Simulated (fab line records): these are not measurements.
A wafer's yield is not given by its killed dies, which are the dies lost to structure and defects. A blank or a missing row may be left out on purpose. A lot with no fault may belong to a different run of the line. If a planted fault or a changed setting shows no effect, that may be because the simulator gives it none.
Chamber matching || flow nand_harc || ald_hk-01 running NHARC_A_STAIRCASE_ALD_420: 4 sister chambers
The step deposits SiO2, target thk 20 nm, pulse time 6 s, ald cycles 200. 20 wafers are shown with their chamber, then 10 later ones without.

## WAFERS, EACH WITH ITS CHAMBER
{"wafer": "L074.1", "chamber": 3, "heater_power_w (W)": 445, "precursor_pulse_height_rel": 1.029}
{"wafer": "L074.4", "chamber": 1, "heater_power_w (W)": 469, "precursor_pulse_height_rel": 0.984}
{"wafer": "L074.5", "chamber": 2, "heater_power_w (W)": 511, "precursor_pulse_height_rel": 0.994}
{"wafer": "L078.2", "chamber": 0, "heater_power_w (W)": 460, "precursor_pulse_height_rel": 0.990}
{"wafer": "L078.3", "chamber": 3, "heater_power_w (W)": 476, "precursor_pulse_height_rel": 1.025}
{"wafer": "L078.4", "chamber": 1, "heater_power_w (W)": 483, "precursor_pulse_height_rel": 0.990}
{"wafer": "L076.1", "chamber": 0, "heater_power_w (W)": 473, "precursor_pulse_height_rel": 0.976}
{"wafer": "L076.3", "chamber": 2, "heater_power_w (W)": 511, "precursor_pulse_height_rel": 0.962}
{"wafer": "L076.5", "chamber": 2, "heater_power_w (W)": 509, "precursor_pulse_height_rel": 0.986}
{"wafer": "L081.2", "chamber": 0, "heater_power_w (W)": 461, "precursor_pulse_height_rel": 0.994}
{"wafer": "L081.3", "chamber": 1, "heater_power_w (W)": 477, "precursor_pulse_height_rel": 0.997}
{"wafer": "L081.6", "chamber": 3, "heater_power_w (W)": 484, "precursor_pulse_height_rel": 1.018}
{"wafer": "L084.1", "chamber": 3, "heater_power_w (W)": 480, "precursor_pulse_height_rel": 1.022}
{"wafer": "L084.2", "chamber": 1, "heater_power_w (W)": 477, "precursor_pulse_height_rel": 1.004}
{"wafer": "L084.6", "chamber": 3, "heater_power_w (W)": 460, "precursor_pulse_height_rel": 1.034}
{"wafer": "L085.1", "chamber": 1, "heater_power_w (W)": 481, "precursor_pulse_height_rel": 0.985}
{"wafer": "L085.3", "chamber": 0, "heater_power_w (W)": 472, "precursor_pulse_height_rel": 1.012}
{"wafer": "L085.6", "chamber": 1, "heater_power_w (W)": 484, "precursor_pulse_height_rel": 0.981}
{"wafer": "L087.2", "chamber": 1, "heater_power_w (W)": 489, "precursor_pulse_height_rel": 1.004}
{"wafer": "L087.4", "chamber": 2, "heater_power_w (W)": 537, "precursor_pulse_height_rel": 0.998}

SIGNATURES (means of the wafers above)
{"reading": "heater_power_w", "chamber 0": 466.50, "chamber 1": 480.00, "chamber 2": 517.00, "chamber 3": 469.00, "scatter within a chamber": 11.1}
{"reading": "precursor_pulse_height_rel", "chamber 0": 0.99300, "chamber 1": 0.99214, "chamber 2": 0.98500, "chamber 3": 1.02560, "scatter within a chamber": 0.0116}
Rule: distance of a wafer from a chamber = root of the sum over the readings of ((wafer's reading minus chamber's mean) / reading's scatter) squared. If the next closest chamber is less than 2 further off than the closest, the wafer can't be placed; otherwise it belongs to the closest. The scatter: the root of (the sum of the squares of (reading less its chamber's mean) over the shown wafers, divided by (wafers less chambers)).

## WAFERS MISSING THEIR CHAMBER
{"wafer": "L087.5", "heater_power_w (W)": 461, "precursor_pulse_height_rel": 1.000}
{"wafer": "L091.2", "heater_power_w (W)": 496, "precursor_pulse_height_rel": 1.001}
{"wafer": "L091.3", "heater_power_w (W)": 465, "precursor_pulse_height_rel": 1.018}
{"wafer": "L091.6", "heater_power_w (W)": 466, "precursor_pulse_height_rel": 1.019}
{"wafer": "L092.3", "heater_power_w (W)": 486, "precursor_pulse_height_rel": 0.989}
{"wafer": "L092.5", "heater_power_w (W)": 533, "precursor_pulse_height_rel": 1.032}
{"wafer": "L092.6", "heater_power_w (W)": 453, "precursor_pulse_height_rel": 0.977}
{"wafer": "L095.1", "heater_power_w (W)": 454, "precursor_pulse_height_rel": 1.005}
{"wafer": "L095.2", "heater_power_w (W)": 475, "precursor_pulse_height_rel": 0.968}
{"wafer": "L095.3", "heater_power_w (W)": 451, "precursor_pulse_height_rel": 1.001}

## WHICH CHAMBER EACH WENT THROUGH
{"wafer": "L087.5", "from the rows above": "can't be placed: 0 or 1 or 3", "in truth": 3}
{"wafer": "L091.2", "from the rows above": "can't be placed: 1 or 2 or 0 or 3", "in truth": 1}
{"wafer": "L091.3", "from the rows above": "can't be placed: 3 or 0 or 1", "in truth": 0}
{"wafer": "L091.6", "from the rows above": "can't be placed: 3 or 0", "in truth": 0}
{"wafer": "L092.3", "from the rows above": "can't be placed: 1 or 0", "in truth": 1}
{"wafer": "L092.5", "from the rows above": "can't be placed: 2 or 3 or 1", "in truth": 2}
{"wafer": "L092.6", "from the rows above": "can't be placed: 0 or 1", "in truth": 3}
{"wafer": "L095.1", "from the rows above": "can't be placed: 0 or 3 or 1", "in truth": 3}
{"wafer": "L095.2", "from the rows above": "can't be placed: 1 or 0 or 2", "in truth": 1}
{"wafer": "L095.3", "from the rows above": "can't be placed: 0 or 3 or 1", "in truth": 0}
Placed correctly: 0 of 10. Can't be placed from these rows: 10 (the true chamber is among the candidates in 9). Placed wrongly: 0.
